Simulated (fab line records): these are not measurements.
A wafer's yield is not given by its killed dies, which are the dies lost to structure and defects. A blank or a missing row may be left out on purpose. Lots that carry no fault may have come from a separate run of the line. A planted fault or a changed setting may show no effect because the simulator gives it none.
Chamber matching + flow n5Finfet + 3 sister chambers for N5_BEOL_M7_PECVD_70 on pecvd-04
The step deposits SiO2 from TEOS/O2, target thk 20 nm, time 22.7 s. 14 wafers are shown with their chamber, then 7 later ones without.

WAFERS PAIRED WITH THEIR CHAMBERS
| wafer  | chamber | showerheadPlenumPTorr (Torr) | throttleValvePct (%) | heaterPowerW (W) |
|--------|---------|------------------------------|----------------------|------------------|
| L076.2 | 0       | 8.78                         | 21.9                 | 709              |
| L076.5 | 1       | 8.72                         | 22.1                 | 698              |
| L076.6 | 2       | 8.72                         | 21.7                 | 829              |
| L077.1 | 2       | 8.71                         | 22.0                 | 728              |
| L077.4 | 0       | 8.79                         | 22.0                 | 560              |
| L077.6 | 2       | 8.74                         | 22.2                 | 737              |
| L082.1 | 2       | 8.72                         | 21.8                 | 808              |
| L082.5 | 1       | 8.68                         | 22.4                 | 603              |
| L082.6 | 0       | 8.79                         | 22.1                 | 724              |
| L088.1 | 0       | 8.79                         | 21.9                 | 687              |
| L088.2 | 1       | 8.68                         | 22.3                 | 705              |
| L088.5 | 1       | 8.71                         | 22.4                 | 710              |
| L091.1 | 1       | 8.69                         | 22.7                 | 688              |
| L091.3 | 2       | 8.73                         | 21.8                 | 734              |

SIGNATURES (averages over the wafers above)
| reading               | chamber 0 | chamber 1 | chamber 2 | scatter within a chamber |
|-----------------------|-----------|-----------|-----------|--------------------------|
| showerheadPlenumPTorr | 8.7875    | 8.6960    | 8.7240    | 0.0132                   |
| throttleValvePct      | 21.975    | 22.380    | 21.900    | 0.185                    |
| heaterPowerW          | 670.00    | 680.80    | 767.20    | 55.3                     |
Rule: distance of a wafer from a chamber = root of the sum over the readings of ((wafer's reading minus chamber's mean) / reading's scatter) squared. The wafer belongs to the nearest chamber; if the next one is less than 2 further off, it can't be placed. The scatter: the root of (the sum of the squares of (reading less its chamber's mean) over the shown wafers, divided by (wafers less chambers)).

WAFERS WITH NO CHAMBER GIVEN
| wafer  | showerheadPlenumPTorr (Torr) | throttleValvePct (%) | heaterPowerW (W) |
|--------|------------------------------|----------------------|------------------|
| L091.6 | 8.70                         | 22.3                 | 737              |
| L095.1 | 8.72                         | 22.4                 | 667              |
| L095.2 | 8.80                         | 22.1                 | 619              |
| L095.5 | 8.81                         | 22.0                 | 631              |
| L097.1 | 8.68                         | 22.2                 | 686              |
| L097.3 | 8.78                         | 21.9                 | 630              |
| L097.5 | 8.69                         | 22.5                 | 555              |

EACH ONE'S CHAMBER
| wafer  | from the rows above     | in truth |
|--------|-------------------------|----------|
| L091.6 | can't be placed: 1 or 2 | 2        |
| L095.1 | can't be placed: 1 or 2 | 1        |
| L095.2 | 0                       | 0        |
| L095.5 | 0                       | 0        |
| L097.1 | 1                       | 1        |
| L097.3 | 0                       | 0        |
| L097.5 | 1                       | 1        |
Correctly placed: 5 of 7. These rows do not allow placing 2 (true chamber among the candidates in 2). Placed wrongly: 0.
